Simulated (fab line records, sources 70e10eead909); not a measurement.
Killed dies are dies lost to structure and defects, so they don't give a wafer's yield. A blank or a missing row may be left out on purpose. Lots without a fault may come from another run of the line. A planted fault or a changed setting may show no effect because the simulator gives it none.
A struck lot beside a sound one | flow nand_harc | 15 steps out of a route of 1302
Sound: wafers L877.2, L877.4, L877.6. Struck: wafers L879.3, L879.5, L879.6. The cause comes at the end.
At each step with rows: each side's tool, then ch and its chambers, then its first start. Under that, the readings that differ: sound wafers | struck wafers | difference of the means | sigmas: that difference in standard deviations of wafers without a fault.
alike: readings whose means differ by less than 2 such deviations, and words and numbers that are the same on both sides. not compared: withheld readings, readings that some wafer has no value for, bounds like >300 that may hide the same value, and numbers for which the record gives no deviation and whose values overlap.
The two part at a step that has a row with sigmas, a row that says differs or no value, or rows on one side only. Numbers that don't overlap but have no deviation are shown without sigmas and don't part them. A reading that every wafer of one side lacks parts them only if that side has two wafers or more.

first, 3 steps without rows for these wafers: NHARC_A_CONTACT_ETCH_130 (etches the open film in C4F8/O2/Ar, time 197 s, target depth 1918 nm); NHARC_A_CONTACT_ETCH_131 (etches the open film in C4F8/O2/Ar, time 197 s, target depth 1918 nm); NHARC_A_CONTACT_ETCH_132 (etches the open film in C4F8/O2/Ar, time 197 s, target depth 1924 nm).
NHARC_A_CONTACT_ETCH_133: etches the open film in C4F8/O2/Ar, time 374 s, target depth 1610 nm.
  sound on har_cap_etch-03 ch 0, day 25 05:35; struck on har_cap_etch-03 ch 0,1, day 26 03:29
  not compared: rf_hours_counter_h
NHARC_A_CONTACT_ETCH_91: etches the open film in CH3F/O2, target depth 40 nm, time 85.7 s.
  sound on rie_diel-10 ch 0,2, day 25 06:23; struck on rie_diel-11 ch 0,1,2, day 26 04:05
  alike: bias_w, drypump_motor_current_A, oes_product_au, rf_vpp_V, showerhead_plenum_p_Torr, throttle_valve_pct
  not compared: rf_hours_counter_h
NHARC_A_CONTACT_ETCH_97: etches the open film in C4F6/O2, target depth 20 nm, time 10 s.
  sound on rie_diel-10 ch 0,2,3; struck on rie_diel-11 ch 0,3
  alike: bias_w, drypump_motor_current_A, oes_product_au, rf_vpp_V, showerhead_plenum_p_Torr, throttle_valve_pct
  not compared: rf_hours_counter_h
NHARC_A_CONTACT_CD_MEAS_80:
  sound on cd_sem-01, day 25 06:43; struck on cd_sem-02, day 26 04:17
  alike: cd_nm
then, 3 steps without rows for these wafers: NHARC_A_CONTACT_STRIP_103 (strips in N2/H2); NHARC_A_CONTACT_STRIP_104 (strips in CF4/CHF3); NHARC_A_CONTACT_STRIP_105 (strips in O2/COS).
NHARC_A_CONTACT_ETCH_106: etches the open film in CF4/O2, target depth 90 nm, overetch 9 nm, time 49.5 s.
  sound on rie_diel-11 ch 0,1, day 25 07:01; struck on rie_diel-11 ch 2,3, day 26 04:38
  alike: bias_w, drypump_motor_current_A, oes_product_au, rf_vpp_V, showerhead_plenum_p_Torr, throttle_valve_pct
  not compared: rf_hours_counter_h
NHARC_A_CONTACT_STRIP_82: strips in O2.
  sound on rie_diel-11 ch 1,2; struck on rie_diel-11 ch 0,3
  reading      | sound          | struck         | difference | sigmas
  rf_vpp_V (V) | 56.0 57.2 55.6 | 58.8 58.8 57.5 | +2.1       | +2
  alike: chamber_pressure_mTorr, drypump_motor_current_A, oes_product_au, showerhead_plenum_p_Torr, throttle_valve_pct
  not compared: rf_hours_counter_h
NHARC_A_CONTACT_STRIP_83: strips in post etch residue remover, time 600 s.
  sound on wet_bench-03 ch 0,4,7, day 25 07:24; struck on wet_bench-04 ch 2,3,5, day 26 05:02
  no value came back on the struck wafers for bath_heat_duty_pct (%), run_length_s (s); on the sound wafers bath_heat_duty_pct (%) reads 11.7 11.9 14.4
then, 2 steps without rows for these wafers: NHARC_A_CONTACT_DEP_84 (deposits aC, target thk 2800 nm); NHARC_END_SORT_01.

WHERE THEY PART
First at NHARC_A_CONTACT_STRIP_82; last, within this record, at NHARC_A_CONTACT_STRIP_83.

WHY: what the simulator had put in
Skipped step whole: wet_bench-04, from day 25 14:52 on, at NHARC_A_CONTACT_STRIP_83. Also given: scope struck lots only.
